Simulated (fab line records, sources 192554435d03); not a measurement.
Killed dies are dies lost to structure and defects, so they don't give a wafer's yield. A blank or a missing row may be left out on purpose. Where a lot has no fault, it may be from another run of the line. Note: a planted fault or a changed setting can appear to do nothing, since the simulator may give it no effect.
Which tool did it?	flow n5-finfet	7 lots with 21 wafers sampled at 5 steps, on a route of 1938 steps

== WHAT EACH GAUGE READ, for each wafer ==
N5_BEOL_M4_RC_MEAS_101.
lot	measured	on	DIBL_N (mV/V)
L216	day 10 08:19	prober-01	35.8 36.5 36.6
L220	day 10 13:47	prober-01	35.9 34.6 35.4
L229	day 13 11:26	prober-01	35.0 34.8 35.8
L231	day 13 16:56	prober-01	36.6 38.3 38.3
L233	day 14 04:37	prober-02	36.3 35.4 35.3
L236	day 15 13:02	prober-02	35.9 36.3 37.0

== TOOL THAT RAN EACH LOT (tool first, then ch and the chambers of the sampled wafers, then the start) ==
lot	N5_HKMG_FIN_ETCH_67	N5_HKMG_FIN_STRIP_90	N5_HKMG_FIN_CMP_94	N5_GATE_CUT_ETCHBACK_30
L216	rie-diel-04 ch 0,2, day 5 01:04	rie-diel-04 ch 0,2, day 5 01:07	cmp-02 ch 0,3, day 5 02:51	rie-metal-01 ch 0,1, day 5 03:19
L220	rie-diel-03 ch 0,1,2, day 5 22:58	rie-diel-03 ch 0,1,2, day 5 23:02	cmp-01 ch 0,1,3, day 6 00:47	rie-metal-03 ch 1, day 6 01:12
L228	rie-diel-04 ch 0,1,2, day 8 01:46	rie-diel-04 ch 0,1,2, day 8 01:50	cmp-01 ch 0,1,3, day 8 03:35	-
L229	rie-diel-03 ch 1,2, day 8 07:09	rie-diel-03 ch 1,2, day 8 07:14	cmp-02 ch 0,1,2, day 8 09:04	rie-metal-03 ch 0,1, day 8 09:27
L231	rie-diel-03 ch 1,2, day 8 17:38	rie-diel-03 ch 1,2, day 8 17:44	cmp-03 ch 0,1, day 8 19:28	rie-metal-01 ch 0, day 8 19:56
L233	rie-diel-01 ch 1,3, day 9 06:25	rie-diel-01 ch 1,3, day 9 06:28	cmp-03 ch 2,3, day 9 08:12	rie-metal-03 ch 0, day 9 08:41
L236	rie-diel-01 ch 1,3, day 10 19:29	rie-diel-01 ch 1,3, day 10 19:33	cmp-02 ch 0,1,3, day 10 21:19	rie-metal-01 ch 0,1, day 10 21:44
- N5_HKMG_FIN_ETCH_67: etches SOC in N2/H2, stops on TiN, target depth 388.9 nm.
- N5_HKMG_FIN_STRIP_90: strips SOC in N2/H2, time 20 s.
- N5_HKMG_FIN_CMP_94: polishes, stops on SiNx, t overpolish 4.7 s, target thk 43.299 nm.
- N5_GATE_CUT_ETCHBACK_30: etches TiN in Cl2/Ar, target depth 3 nm.

== THE ANSWER, worked out from the rows above alone ==
Rule: the lots themselves supply what counts as usual. The widest of any qualifying gaps counts: lots, ordered by their means at a reading, are off when they make up no more than a third of the lots, leave a main group of 4 or more, and stand apart from it by 3 or more times the standard deviation of that group's means. Not used: any main group whose means are identical at the precision the tables above print for the reading. A lot without any number at a reading at which 4 lots or more have one is off too. The other lots that the step has rows for count as sound.
No lot is off on any of the readings shown, so nothing can be concluded from this.

== WHAT THE SIMULATOR HAD INSERTED ==
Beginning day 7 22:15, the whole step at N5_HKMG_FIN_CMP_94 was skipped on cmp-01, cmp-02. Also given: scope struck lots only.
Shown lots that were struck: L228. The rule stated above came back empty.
